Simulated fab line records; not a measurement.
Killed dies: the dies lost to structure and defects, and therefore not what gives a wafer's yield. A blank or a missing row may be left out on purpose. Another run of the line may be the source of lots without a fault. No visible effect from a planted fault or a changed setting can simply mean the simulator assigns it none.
fab line records | flow n5_finfet
record: lots: 4 wafers: 11 last_day: 17
route steps=1938 shown BEOL_M4@1021 PASSIVATION@1936
lots that met no fault: from a run of the same line without faults
start_h: start of the lot's first displayed wafer, in hours after the record's first day | wait_h: hours from the lot's prior step to this one | " as in the row above | L1.1+2: one row covering several wafers at once | - no value present, or no start provided | * or withheld: withheld | < > ~ a bound
route shown NAME@n: NAME is a module with steps in the file, n the number in the route of the first one | usual: the fault-free wafers' mean and standard deviation | same: alike in all rows | chamber/n: place in a boat | sites: each site's reading | _std_site: the standard deviation of these | _edge_site: inner sites' mean taken away from outer sites' mean | radius_mm: for every site, how far away it sits from the centre of the wafer | mask NAME#n: copy n | behind: the tool/chamber that last shaped the wafer | hold: reason for holding the lot/hours on hold/outcome of the hold | device: which transistor (n, p or np) failed to switch | end of line: the route-end tests of the same wafers | step lacking rows: just its recipe | killed: at the first sort, the dies lost to defects and structure; wafer yield is something else | map: dies across one wafer; x = killed, . = not, _ = none there
set.NAME: setting as actually run; set.NAME@STEP: the setting as run at that earlier step | model.NAME: the simulator's own value behind a step, which no gauge read
lots at some steps of the route; a table a step, a row a wafer
services: a tool's chamber out of use, with start hour (start_h, from the record's first day; less than 0 if before it), hours out, and reason
== steps ==
step: N5_BEOL_M4_ILD_DEP_00
recipe: material: SiOC target_thk_a: 790 temp_c: 350 precursor: DEMS/O2 pressure_torr: 5 rf_w: 500 time_s: 15.3
step: N5_BEOL_M4_PECVD_72
recipe: material: SiO2 target_thk_a: 160 temp_c: 400 precursor: TEOS/O2 pressure_torr: 5.5 rf_w: 450 teos_flow_sccm: 53.8 gas: O2 flow_sccm: 3000 time_s: 18
step: N5_BEOL_M4_HM_DEP_02
recipe: material: TiN target_thk_a: 200 temp_c: 25 chamber_pressure_pa: 0.49996
step: N5_BEOL_M4_COAT_61
recipe: resist: SOC temp_c: 250 time_s: 60 spin_rpm: 1500 resist_thk_nm: 60
step: N5_BEOL_M4_COAT_62
recipe: resist: SiARC temp_c: 220 time_s: 60 spin_rpm: 1500 resist_thk_nm: 12
step: N5_BEOL_M4_COAT_73
recipe: resist: underlayer temp_c: 205 time_s: 60 spin_rpm: 1500 resist_thk_nm: 5
step: N5_BEOL_M4_COAT_05
recipe: resist: CAR-EUV spin_rpm: 1500 resist_thk_nm: 30
step: N5_BEOL_M4_EBR_07
recipe: solvent: PGMEA ebr_width_mm: 1.5
step: N5_BEOL_M4_SOFTBAKE_06
recipe: temp_c: 110 time_s: 60 resist: CAR-EUV
step: N5_BEOL_M4_EXPOSE_08
recipe: mask_id: M4 na: 0.33 source_shape: dipole sigma_inner: 0.369 sigma_outer: 0.767 polarization: unpolarized dose_mj: 41.25
usual: focus_offset_nm: 0.0/0.61
same: na: 0.33
columns lot.wafer tool chamber start_h wait_h mask focus_offset_nm model.BEOL_M4.overlay_x_nm
L351.2 euv_scanner-01 0 181.08 - M4#0 -0.2 -0.4
L351.4 " 0 " " M4#0 -0.2 -0.4
L351.5 " 0 " " M4#0 0.1 -0.4
L362.2 euv_scanner-01 0 263.22 - M4#0 -0.5 14.6
L362.6 " 0 " " M4#0 -0.5 14.6
L363.1 euv_scanner-01 0 268.68 - M4#0 -0.3 14.6
L363.5 " 0 " " M4#0 -0.4 14.6
L363.6 " 0 " " M4#0 0.1 14.6
L366.1 euv_scanner-02 0 277.68 - M4#0 0.4 0
L366.2 " 0 " " M4#0 0.3 0
L366.5 " 0 " " M4#0 0.3 0
step: N5_BEOL_M4_PEB_09
recipe: peb_temp_c: 100 peb_time_s: 60 resist: CAR-EUV
step: N5_BEOL_M4_DEVELOP_10
recipe: develop_time_s: 30 developer: TMAH resist: CAR-EUV rinse_liquid: surfactant_rinse dry: air_spin dev_temp_c: 23
step: N5_BEOL_M4_OVL_MEAS_12
recipe: points_per_wafer: 522
usual: M4_OVL: 0.0/0.59
columns lot.wafer tool chamber start_h wait_h M4_OVL[nm]
L351.2 overlay-02 0 181.25 0.0 0.8
L351.4 " 0 " " -0.6
L351.5 " 0 " " -0.3
L362.2 overlay-01 0 263.38 0.0 14.2
L362.6 " 0 " " 14.5
L363.1 overlay-01 0 268.84 0.0 14.7
L363.5 " 0 " " 14.8
L363.6 " 0 " " 15.0
L366.1 overlay-01 0 277.84 0.0 -1.4
L366.2 " 0 " " -0.3
L366.5 " 0 " " -1.0
step: N5_BEOL_M4_DESCUM_16
recipe: chemistry: O2 time_s: 7 source_power_w: 50 bias_power_w: 20 pressure_mtorr: 20 rf_frequency_hz: 2.712e+07 temp_c: 40 resist: CAR-EUV o2_flow_sccm: 225
step: N5_BEOL_M4_ETCH_74
recipe: chemistry: N2/H2 target: underlayer target_depth_a: 65 mask_material: CAR-EUV time_s: 5.2 ion_energy_ev: 200 pressure_mtorr: 30 source_w: 840 bias_w: 150 n2_flow_sccm: 200 h2_flow_sccm: 200 ends: cleared
step: N5_BEOL_M4_ETCH_63
recipe: chemistry: CF4 target: SiARC target_depth_a: 156 mask_material: CAR-EUV time_s: 26 ion_energy_ev: 80 pressure_mtorr: 40 source_w: 545 bias_w: 36 Ar_flow_sccm: 100 cf4_flow_sccm: 100 ends: cleared
step: N5_BEOL_M4_ETCH_64
recipe: chemistry: N2/H2 target: SOC target_depth_a: 750 overetch_a: 225 mask_material: SiARC temp_c: 40 time_s: 121.9 ion_energy_ev: 200 pressure_mtorr: 30 source_w: 840 bias_w: 150 n2_flow_sccm: 200 h2_flow_sccm: 200
step: N5_BEOL_M4_STRIP_65
recipe: chemistry: N2/H2 temp_c: 40 n2_flow_sccm: 200 h2_flow_sccm: 200 rf_frequency_hz: 6e+07
step: N5_BEOL_M4_STRIP_75
recipe: chemistry: N2/H2 temp_c: 40 n2_flow_sccm: 200 h2_flow_sccm: 200 rf_frequency_hz: 6e+07
step: N5_BEOL_M4_STRIP_66
recipe: chemistry: CF4 resist: SiARC power_w: 300 bias_power_w: 75 pressure_mtorr: 50 cf4_flow_sccm: 150 rf_frequency_hz: 6e+07
step: N5_BEOL_M4_HM_OPEN_17
recipe: chemistry: Cl2/BCl3 target_depth_a: 200 overetch_a: 60 target: TiN mask_material: SOC ion_energy_ev: 150 pressure_mtorr: 10 icp_w: 1000 bias_w: 126 Cl2_flow_sccm: 53.25 bcl3_flow_sccm: 21.75 Ar_flow_sccm: 25
step: N5_BEOL_M4_STRIP_19
recipe: chemistry: O2 power_w: 400 temp_c: 40 pressure_mtorr: 30 rf_frequency_hz: 6e+07 bias_power_w: 0 overash_fraction: 0.2 o2_flow_sccm: 225
step: N5_BEOL_M4_COAT_67
recipe: resist: SOC temp_c: 250 time_s: 60 spin_rpm: 1500 resist_thk_nm: 60
step: N5_BEOL_M4_COAT_68
recipe: resist: SiARC temp_c: 220 time_s: 60 spin_rpm: 1500 resist_thk_nm: 12
step: N5_BEOL_M4_COAT_76
recipe: resist: underlayer temp_c: 205 time_s: 60 spin_rpm: 1500 resist_thk_nm: 5
step: N5_BEOL_M4_COAT_22
recipe: resist: CAR-EUV spin_rpm: 1500 resist_thk_nm: 30
step: N5_BEOL_M4_EBR_24
recipe: solvent: PGMEA ebr_width_mm: 1.5
step: N5_BEOL_M4_SOFTBAKE_23
recipe: temp_c: 110 time_s: 60 resist: CAR-EUV
step: N5_BEOL_M4_EXPOSE_25
recipe: mask_id: V3 na: 0.33 source_shape: quasar sigma_inner: 0.2 sigma_outer: 0.8 polarization: unpolarized defocus_nm: 5 dose_mj: 63
step: N5_BEOL_M4_PEB_26
recipe: peb_temp_c: 100 peb_time_s: 60 resist: CAR-EUV
step: N5_BEOL_M4_DEVELOP_27
recipe: develop_time_s: 30 developer: TMAH resist: CAR-EUV rinse_liquid: surfactant_rinse dry: air_spin dev_temp_c: 23
step: N5_BEOL_M4_DESCUM_33
recipe: chemistry: O2 time_s: 7 source_power_w: 50 bias_power_w: 20 pressure_mtorr: 20 rf_frequency_hz: 2.712e+07 temp_c: 40 resist: CAR-EUV o2_flow_sccm: 225
step: N5_BEOL_M4_ETCH_77
recipe: chemistry: N2/H2 target: underlayer target_depth_a: 65 mask_material: CAR-EUV time_s: 5.2 ion_energy_ev: 200 pressure_mtorr: 30 source_w: 840 bias_w: 150 n2_flow_sccm: 200 h2_flow_sccm: 200 ends: cleared
step: N5_BEOL_M4_RC_MEAS_101
usual: DIBL_N: 37.1/1.8 DIBL_P: 37.2/2.1 IOFF_N: 0.17/0.033 IOFF_P: 0.22/0.037 ION_N: 680/11 ION_P: 464/7.7 SS_N: 71.7/0.63 SS_P: 73.6/0.67 VT_N: 248.9/2.9 VT_P: -251/3.6
columns lot.wafer tool chamber start_h wait_h DIBL_N[mV/V] DIBL_P[mV/V] IOFF_N[nA/um] IOFF_P[nA/um] ION_N[uA/um] ION_P[uA/um] SS_N[mV/dec] SS_P[mV/dec] VT_N[mV] VT_P[mV]
L351.2 prober-02 0 191.09 0.2 35.8 35.6 0.14 0.17 672 452 71.5 72.8 250.0 -258
L351.4 " 0 " " 36.4 37.6 0.15 0.20 678 461 71.6 74.2 250.5 -254
L351.5 " 0 " " 35.3 36.2 0.14 0.18 678 466 71.3 73.3 249.9 -256
L362.2 prober-02 0 274.81 0.2 37.6 37.8 0.16 0.18 674 456 71.8 73.2 250.6 -256
L362.6 " 0 " " 38.9 38.6 0.17 0.19 682 465 71.5 73.8 249.3 -255
L363.1 prober-02 0 281.74 0.0 35.9 36.3 0.15 0.18 676 457 71.1 73.5 247.3 -255
L363.5 " 0 " " 34.2 34.2 0.12 0.15 661 451 71.8 72.7 253.1 -257
L363.6 " 0 " " 37.5 38.5 0.19 0.21 684 455 71.6 73.7 245.6 -252
L366.1 prober-01 0 286.63 0.3 35.1 36.7 0.14 0.20 674 461 70.9 73.1 250.6 -250
L366.2 " 0 " " 37.7 39.0 0.19 0.24 686 472 71.8 74.3 246.5 -247
L366.5 " 0 " " 35.5 37.1 0.15 0.21 673 466 71.5 73.5 249.9 -249
step: N5_PASSIVATION_PROBE_49
usual: defect_limited_yield: 91.7/1.5 killed_at_M0_to_M3: 32/10 killed_at_M4_up: 14/5.3 killed_at_contacts: 13/5.7 killed_at_front_end: 37/10 killed_at_other: 3.3/2.5 killed_dies: 98/18 killed_on_rim: 13/3.6 killed_open: 65/13 killed_short: 31/7.5 sort_bin_5_function: 4.9/0.91 sort_bin_6_memory: 3.1/0.71 sort_n_pass: 1082/18 sort_yield_pct: 91.7/1.5
same: gross_dies: 1180 killed_at_back_side: 0 sort_bin_4_leakage[%]: 0 sort_bin_8_speed[%]: 0
columns lot.wafer tool chamber start_h wait_h defect_limited_yield[%] killed_at_M0_to_M3 killed_at_M4_up killed_at_contacts killed_at_front_end killed_at_other killed_dies killed_on_rim killed_open killed_short sort_bin_5_function[%] sort_bin_6_memory[%] sort_n_pass sort_yield_pct[%]
L362.2 prober-01 - 382.35 0.1 0 14 1115 6 41 4 1180 152 45 28 52.5 2.6 0 0
L362.6 prober-01 - 382.55 0.3 0 47 1062 9 60 2 1180 152 79 38 49.6 3.2 0 0
L363.1 prober-01 - 386.55 0.0 0 34 1096 7 40 3 1180 152 61 34 53.5 3.1 0 0
L363.5 prober-01 - 386.75 0.2 0 29 1102 4 42 3 1180 152 52 31 51.6 2.7 0 0
L363.6 prober-01 - 386.80 0.3 0 28 1098 9 41 4 1180 152 53 36 49.9 3.0 0 0
killed by level:class
L362.2 BEOL_M4:overlay=1098 FIN_SAQP:geometric_particle:open=11 FIN_SAQP:geometric_particle:short=8 BEOL_M1:geometric_particle:open=6 STI_FIN_REVEAL:geometric_particle:open=5 BEOL_M4:geometric_particle:open=5 MOL_CONTACT_COAG:geometric_particle:short=4 BEOL_M5:geometric_particle:open=4
L362.6 BEOL_M4:overlay=1053 STI_FIN_REVEAL:geometric_particle:open=14 DUMMY_GATE:geometric_particle:open=11 BEOL_M0_SAQP:geometric_particle:short=10 HKMG_FIN:area_etch=8 FIN_SAQP:geometric_particle:open=7 BEOL_M2:geometric_particle:open=7 BEOL_M0_SAQP:geometric_particle:open=7
L363.1 BEOL_M4:overlay=1082 FIN_SAQP:geometric_particle:short=11 DUMMY_GATE:geometric_particle:open=9 FIN_SAQP:geometric_particle:open=7 MOL_CONTACT_COAG:geometric_particle:open=5 BEOL_M0_SAQP:geometric_particle:open=5 BEOL_M1:geometric_particle:open=5 BEOL_M2:geometric_particle:open=5
L363.5 BEOL_M4:overlay=1092 FIN_SAQP:geometric_particle:short=13 FIN_SAQP:geometric_particle:open=10 BEOL_M0_SAQP:geometric_particle:open=9 BEOL_M2:geometric_particle:open=9 DUMMY_GATE:geometric_particle:open=5 BEOL_M0_SAQP:geometric_particle:short=5 MOL_CONTACT_COAG:geometric_particle:open=3
L363.6 BEOL_M4:overlay=1086 FIN_SAQP:geometric_particle:open=13 FIN_SAQP:geometric_particle:short=8 BEOL_M0_SAQP:geometric_particle:open=8 BEOL_M0_SAQP:geometric_particle:short=7 MOL_CONTACT_COAG:geometric_particle:open=6 STARTING-WAFER:geometric_particle:short=4 DUMMY_GATE:geometric_particle:open=3
map L362.2 (x killed, . not)
_________________xxxxxxxxxxxx________________
______________xxxxxxxxxxxxxxxxxx_____________
___________xxxxxxxxxxxxxxxxxxxxxxxx__________
__________xxxxxxxxxxxxxxxxxxxxxxxxxx_________
________xxxxxxxxxxxxxxxxxxxxxxxxxxxxxx_______
_______xxxxxxxxxxxxxxxxxxxxxxxxxxxxxxxx______
______xxxxxxxxxxxxxxxxxxxxxxxxxxxxxxxxxx_____
_____xxxxxxxxxxxxxxxxxxxxxxxxxxxxxxxxxxxx____
____xxxxxxxxxxxxxxxxxxxxxxxxxxxxxxxxxxxxxx___
___xxxxxxxxxxxxxxxxxxxxxxxxxxxxxxxxxxxxxxxx__
___xxxxxxxxxxxxxxxxxxxxxxxxxxxxxxxxxxxxxxxx__
__xxxxxxxxxxxxxxxxxxxxxxxxxxxxxxxxxxxxxxxxxx_
__xxxxxxxxxxxxxxxxxxxxxxxxxxxxxxxxxxxxxxxxxx_
_xxxxxxxxxxxxxxxxxxxxxxxxxxxxxxxxxxxxxxxxxxxx
_xxxxxxxxxxxxxxxxxxxxxxxxxxxxxxxxxxxxxxxxxxxx
_xxxxxxxxxxxxxxxxxxxxxxxxxxxxxxxxxxxxxxxxxxxx
_xxxxxxxxxxxxxxxxxxxxxxxxxxxxxxxxxxxxxxxxxxxx
_xxxxxxxxxxxxxxxxxxxxxxxxxxxxxxxxxxxxxxxxxxxx
_xxxxxxxxxxxxxxxxxxxxxxxxxxxxxxxxxxxxxxxxxxxx
_xxxxxxxxxxxxxxxxxxxxxxxxxxxxxxxxxxxxxxxxxxxx
_xxxxxxxxxxxxxxxxxxxxxxxxxxxxxxxxxxxxxxxxxxxx
__xxxxxxxxxxxxxxxxxxxxxxxxxxxxxxxxxxxxxxxxxx_
__xxxxxxxxxxxxxxxxxxxxxxxxxxxxxxxxxxxxxxxxxx_
___xxxxxxxxxxxxxxxxxxxxxxxxxxxxxxxxxxxxxxxx__
___xxxxxxxxxxxxxxxxxxxxxxxxxxxxxxxxxxxxxxxx__
____xxxxxxxxxxxxxxxxxxxxxxxxxxxxxxxxxxxxxx___
_____xxxxxxxxxxxxxxxxxxxxxxxxxxxxxxxxxxxx____
______xxxxxxxxxxxxxxxxxxxxxxxxxxxxxxxxxx_____
_______xxxxxxxxxxxxxxxxxxxxxxxxxxxxxxxx______
________xxxxxxxxxxxxxxxxxxxxxxxxxxxxxx_______
__________xxxxxxxxxxxxxxxxxxxxxxxxxx_________
___________xxxxxxxxxxxxxxxxxxxxxxxx__________
______________xxxxxxxxxxxxxxxxxx_____________
_________________xxxxxxxxxxxx________________
map L363.1 (x killed, . not)
_________________xxxxxxxxxxxx________________
______________xxxxxxxxxxxxxxxxxx_____________
___________xxxxxxxxxxxxxxxxxxxxxxxx__________
__________xxxxxxxxxxxxxxxxxxxxxxxxxx_________
________xxxxxxxxxxxxxxxxxxxxxxxxxxxxxx_______
_______xxxxxxxxxxxxxxxxxxxxxxxxxxxxxxxx______
______xxxxxxxxxxxxxxxxxxxxxxxxxxxxxxxxxx_____
_____xxxxxxxxxxxxxxxxxxxxxxxxxxxxxxxxxxxx____
____xxxxxxxxxxxxxxxxxxxxxxxxxxxxxxxxxxxxxx___
___xxxxxxxxxxxxxxxxxxxxxxxxxxxxxxxxxxxxxxxx__
___xxxxxxxxxxxxxxxxxxxxxxxxxxxxxxxxxxxxxxxx__
__xxxxxxxxxxxxxxxxxxxxxxxxxxxxxxxxxxxxxxxxxx_
__xxxxxxxxxxxxxxxxxxxxxxxxxxxxxxxxxxxxxxxxxx_
_xxxxxxxxxxxxxxxxxxxxxxxxxxxxxxxxxxxxxxxxxxxx
_xxxxxxxxxxxxxxxxxxxxxxxxxxxxxxxxxxxxxxxxxxxx
_xxxxxxxxxxxxxxxxxxxxxxxxxxxxxxxxxxxxxxxxxxxx
_xxxxxxxxxxxxxxxxxxxxxxxxxxxxxxxxxxxxxxxxxxxx
_xxxxxxxxxxxxxxxxxxxxxxxxxxxxxxxxxxxxxxxxxxxx
_xxxxxxxxxxxxxxxxxxxxxxxxxxxxxxxxxxxxxxxxxxxx
_xxxxxxxxxxxxxxxxxxxxxxxxxxxxxxxxxxxxxxxxxxxx
_xxxxxxxxxxxxxxxxxxxxxxxxxxxxxxxxxxxxxxxxxxxx
__xxxxxxxxxxxxxxxxxxxxxxxxxxxxxxxxxxxxxxxxxx_
__xxxxxxxxxxxxxxxxxxxxxxxxxxxxxxxxxxxxxxxxxx_
___xxxxxxxxxxxxxxxxxxxxxxxxxxxxxxxxxxxxxxxx__
___xxxxxxxxxxxxxxxxxxxxxxxxxxxxxxxxxxxxxxxx__
____xxxxxxxxxxxxxxxxxxxxxxxxxxxxxxxxxxxxxx___
_____xxxxxxxxxxxxxxxxxxxxxxxxxxxxxxxxxxxx____
______xxxxxxxxxxxxxxxxxxxxxxxxxxxxxxxxxx_____
_______xxxxxxxxxxxxxxxxxxxxxxxxxxxxxxxx______
________xxxxxxxxxxxxxxxxxxxxxxxxxxxxxx_______
__________xxxxxxxxxxxxxxxxxxxxxxxxxx_________
___________xxxxxxxxxxxxxxxxxxxxxxxx__________
______________xxxxxxxxxxxxxxxxxx_____________
_________________xxxxxxxxxxxx________________
== services ==
columns tool chamber start_h hours kind
euv_scanner-01 0 171.66 - calibration
euv_scanner-01 - 177.68 1.0 pm
euv_scanner-01 - 184.66 5.8 pm
euv_scanner-02 0 197.59 - calibration
euv_scanner-02 - 199.89 0.5 repair
euv_scanner-02 - 203.48 1.0 pm
euv_scanner-02 - 226.00 27.4 repair
euv_scanner-01 - 247.85 1.0 pm
euv_scanner-01 - 253.37 4.6 pm
euv_scanner-02 - 257.97 4.6 pm
euv_scanner-01 - 267.97 - calibration
== key ==
first_sign: step: N5_BEOL_M4_OVL_MEAS_12 reading: M4_OVL direction: up sigmas: 25 usual: 0.0 struck: 14.6
effect: step: N5_PASSIVATION_PROBE_49 reading: killed_at_M4_up direction: up sigmas: 99+ usual: 14 struck: 1095
model_effect: step: N5_BEOL_M4_EXPOSE_08 value: BEOL_M4.overlay_x_nm without: 0.2 struck: 14.6
more_kills_born_at: N5_BEOL_M4_EXPOSE_08@euv_scanner-01: 5411
met_at N5_BEOL_M4_EXPOSE_08
struck_wafers L362.2,L362.6,L363.1,L363.5,L363.6
onset_between 181.08 263.22
fault: kind: scanner_matching_overlay tool: euv_scanner-01 chamber: - onset_h: 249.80 steps: N5_BEOL_M4_EXPOSE_08 offset: 14.39
